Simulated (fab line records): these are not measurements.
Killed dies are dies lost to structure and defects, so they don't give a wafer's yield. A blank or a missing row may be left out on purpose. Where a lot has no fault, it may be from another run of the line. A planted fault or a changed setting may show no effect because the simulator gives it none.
Chamber matching	flow nand-harc	4 sister chambers for NHARC_P_M0_ETCH_34 on rie-diel-12
The step etches the open film in N2/H2, target depth 40 nm, overetch 12 nm, time 43.94 s. 16 wafers are shown with their chamber, then 8 later ones without.

== WAFERS WITH THEIR CHAMBER ==
wafer	chamber	showerhead-plenum-p-Torr (Torr)	drypump-motor-current-A (A)	rf-vpp-V (V)
L074.2	3	1.90	6.0	426
L074.3	0	2.20	6.4	434
L074.4	1	2.13	6.1	434
L077.1	2	2.21	5.4	437
L077.3	3	1.90	6.0	427
L077.5	3	1.90	6.0	426
L081.2	1	2.12	6.2	432
L081.5	1	2.12	6.2	432
L081.6	0	2.20	6.4	434
L083.3	3	1.90	6.0	427
L083.4	1	2.12	6.2	432
L083.5	0	2.20	6.4	433
L084.1	1	2.12	6.1	431
L084.5	2	2.21	5.4	435
L084.6	1	2.12	6.1	433
L088.2	1	2.12	6.1	433

SIGNATURES (means of the wafers above)
reading	chamber 0	chamber 1	chamber 2	chamber 3	scatter within a chamber
showerhead-plenum-p-Torr	2.2000	2.1214	2.2100	1.9000	0.00267
drypump-motor-current-A	6.400	6.143	5.400	6.000	0.0378
rf-vpp-V	433.67	432.43	436.00	426.50	0.884
Rule: for a wafer and a chamber, the distance is found by dividing, reading by reading, the gap between the wafer's reading and the chamber's mean by the reading's scatter, squaring, summing and taking the root. If the next closest chamber is less than 2 further off than the closest, the wafer can't be placed; otherwise it belongs to the closest. The scatter is the square root of a quotient: the sum, over the shown wafers, of each reading's squared deviation from its chamber's mean, divided by wafers minus chambers.

== WAFERS WITHOUT THEIR CHAMBER ==
wafer	showerhead-plenum-p-Torr (Torr)	drypump-motor-current-A (A)	rf-vpp-V (V)
L088.5	2.20	6.4	435
L088.6	1.90	6.0	427
L092.1	2.12	6.1	433
L092.2	2.21	5.4	434
L092.5	1.90	6.0	426
L093.2	2.21	5.4	434
L093.4	2.20	6.4	436
L093.5	1.90	6.0	427

== WHICH CHAMBER EACH ONE RAN IN ==
wafer	from the rows above	in truth
L088.5	0	0
L088.6	3	3
L092.1	1	1
L092.2	2	2
L092.5	3	3
L093.2	2	2
L093.4	0	0
L093.5	3	3
Placed correctly: 8 of 8. Left unplaced by these rows: 0. Number placed wrongly: 0.
